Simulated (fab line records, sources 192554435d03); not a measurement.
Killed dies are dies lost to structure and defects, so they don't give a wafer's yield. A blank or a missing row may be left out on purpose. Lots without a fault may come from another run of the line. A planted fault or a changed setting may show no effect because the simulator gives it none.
Chamber matching | flow n5_finfet | N5_BEOL_M12_DESCUM_33 on rie_diel-05: 4 sister chambers
The step chemistry O2, time 7.9 s. 8 wafers are shown with their chamber, then 8 later ones without.

WAFERS WITH THEIR CHAMBER
wafer  | chamber | drypump_motor_current_A (A) | showerhead_plenum_p_Torr (Torr)
L079.1 | 3       | 6.5                         | 2.16
L080.5 | 0       | 6.3                         | 2.12
L084.4 | 3       | 6.6                         | 2.15
L084.6 | 1       | 5.4                         | 2.22
L090.3 | 2       | 5.8                         | 2.13
L090.5 | 0       | 6.3                         | 2.12
L090.6 | 2       | 5.8                         | 2.13
L087.2 | 1       | 5.4                         | 2.22

WAFERS WITHOUT THEIR CHAMBER
wafer  | drypump_motor_current_A (A) | showerhead_plenum_p_Torr (Torr)
L087.4 | 6.3                         | 2.12
L087.6 | 5.4                         | 2.22
L095.4 | 5.4                         | 2.21
L095.5 | 6.6                         | 2.15
L095.6 | 5.8                         | 2.13
L093.1 | 6.3                         | 2.11
L093.4 | 5.8                         | 2.12
L093.5 | 6.3                         | 2.11

WHICH CHAMBER EACH WENT THROUGH
wafer  | from the rows above | in truth
L087.4 | 0                   | 0
L087.6 | 1                   | 1
L095.4 | 1                   | 1
L095.5 | 3                   | 3
L095.6 | 2                   | 2
L093.1 | 0                   | 0
L093.4 | 2                   | 2
L093.5 | 0                   | 0
Placed correctly: 8 of 8. Can't be placed from these rows: 0. Placed wrongly: 0.
How it was worked out, from the rows above alone: a wafer's distance from a chamber is the root of the sum, over the readings, of the square of ((its reading less the chamber's mean) divided by the reading's scatter). The wafer belongs to the nearest chamber; if the next one is less than 2 further off, it can't be placed. A chamber's mean is the mean of its shown wafers. The scatter: the root of (the sum of the squares of (reading less its chamber's mean) over the shown wafers, divided by (wafers less chambers)).
